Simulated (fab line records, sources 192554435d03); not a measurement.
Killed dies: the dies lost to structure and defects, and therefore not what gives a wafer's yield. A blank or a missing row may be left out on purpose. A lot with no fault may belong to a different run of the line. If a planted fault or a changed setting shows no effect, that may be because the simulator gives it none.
A struck lot beside a sound one | flow n5-finfet | 15 steps out of a route of 1938
Sound: the wafers L563.2, L563.3, L563.6. Struck: wafers L566.2, L566.4 (left out: L566.1, a lot-mate that was not struck); the cause follows at the end.
Per side, at each step with rows, come the tool, then ch with its chambers, and then its first start. Under that, the readings that differ: sound wafers | struck wafers | difference of the means | sigmas: that difference in standard deviations of wafers without a fault.
alike: a reading whose means differ by less than 2 such deviations, as well as words and numbers matching on both sides. not compared: withheld readings; readings where some wafer has no value; bounds like >300 that might hide an equal value; numbers whose values overlap and for which the record gives no deviation.
Wherever a step has rows on one side only, a row that says differs or no value, or a row with sigmas, the two part there. Non-overlapping numbers with no deviation appear without sigmas and do not part them. A reading missing from all wafers of one side parts the sides only when that side holds two or more wafers.

N5_BEOL_M10_STRIP_77: strips in N2/H2, time 10 s.
  sound on rie-diel-03 ch 0,1; struck on rie-diel-03 ch 2,3
  reading                | sound          | struck    | difference | sigmas
  throttle-valve-pct (%) | 23.6 24.5 24.5 | 23.0 23.2 | -1.1       | -2
  alike: drypump-motor-current-A, oes-product-au, rf-vpp-V, showerhead-plenum-p-Torr
  not compared: rf-hours-counter-h
N5_BEOL_M10_OCD_MEAS_38:
  sound on ocd-01, day 10 21:02; struck on ocd-01, day 11 23:41
  alike: trench-depth-nm
then, 4 steps without rows for these wafers: N5_BEOL_M10_HM_STRIP_39 (strips TiN in peroxide tin strip, target depth 25 nm, time 158 s); N5_BEOL_M10_SRD_40 (time 30 s); N5_BEOL_M10_PRECLEAN_42 (cleans in residue remover, time 60 s); N5_BEOL_M10_SRD_43 (time 30 s).
N5_BEOL_M10_CD_MEAS_35: target cd 70 nm.
  sound on cd-sem-02, day 10 21:11; struck on cd-sem-02, day 11 23:51
  alike: cd-nm
N5_BEOL_M10_CURE_72: cures SiCOH lowk, time 120 s.
  sound on uv-cure-01 ch 1, day 10 21:16; struck on uv-cure-03 ch 2, day 12 00:02
  alike: lamp-power-pct, wafer_temp_C_max
N5_BEOL_M10_DEGAS_44: time 60 s.
  sound on pvd-sputter-02, day 10 23:11; struck on pvd-sputter-03, day 12 00:26
  alike: heater-power-w
N5_BEOL_M10_PRE_CLEAN_45: time 30 s.
  sound on pvd-sputter-02, day 10 23:13; struck on pvd-sputter-03, day 12 00:28
  alike: heater-power-w
then, 2 steps without rows for these wafers: N5_BEOL_M10_ALD_74 (deposits TaN, target thk 2 nm, pulse time 2 s, purge time 3 s); N5_BEOL_M10_SURFACE_TREAT_76.
N5_BEOL_M10_CVD_75: deposits Co from CCTBA/H2, target thk 2 nm, time 138.9 s.
  sound on cvd-co-02 ch 0,1,2, day 10 23:40; struck on cvd-co-02 ch 0,1, day 12 01:10
  reading          | sound             | struck      | difference | sigmas
  run-length-s (s) | 162.9 162.1 161.4 | 281.7 279.5 | +118.5     | +99 or more
  alike: chamber-pressure-Torr
N5_BEOL_M10_SPUTTER_48: material Cu, target thk 12 nm, time 2 s.
  sound on pvd-sputter-01, day 10 23:49; struck on pvd-sputter-03, day 12 01:29
  alike: substrate-temp-c, throttle-valve-pct
-- the record jumps here: 2 days lie between the struck wafers' starts before and after (it left off in module BEOL_M10 and takes up again in module PASSIVATION, whose first step shown is number 1936 of the route) --
N5_PASSIVATION_PROBE_49:
  sound on prober-01, day 13 13:28; struck on prober-01, day 14 07:05
  alike: defect-limited-yield, killed_at_M0_to_M3, killed_at_M4_up, killed-at-contacts, killed-at-front-end, killed-at-other, killed-dies, killed-open, killed-short, sort_bin_4_leakage, sort_bin_5_function, sort_bin_6_memory, sort_bin_8_speed, sort-n-pass, sort-yield-pct

WHERE THEY PART
Last at N5_BEOL_M10_CVD_75 as far as this record goes, first at N5_BEOL_M10_STRIP_77. Later steps at which nothing parts them and some readings are alike: N5_BEOL_M10_SPUTTER_48, N5_PASSIVATION_PROBE_49.

WHY: what the simulator had put in
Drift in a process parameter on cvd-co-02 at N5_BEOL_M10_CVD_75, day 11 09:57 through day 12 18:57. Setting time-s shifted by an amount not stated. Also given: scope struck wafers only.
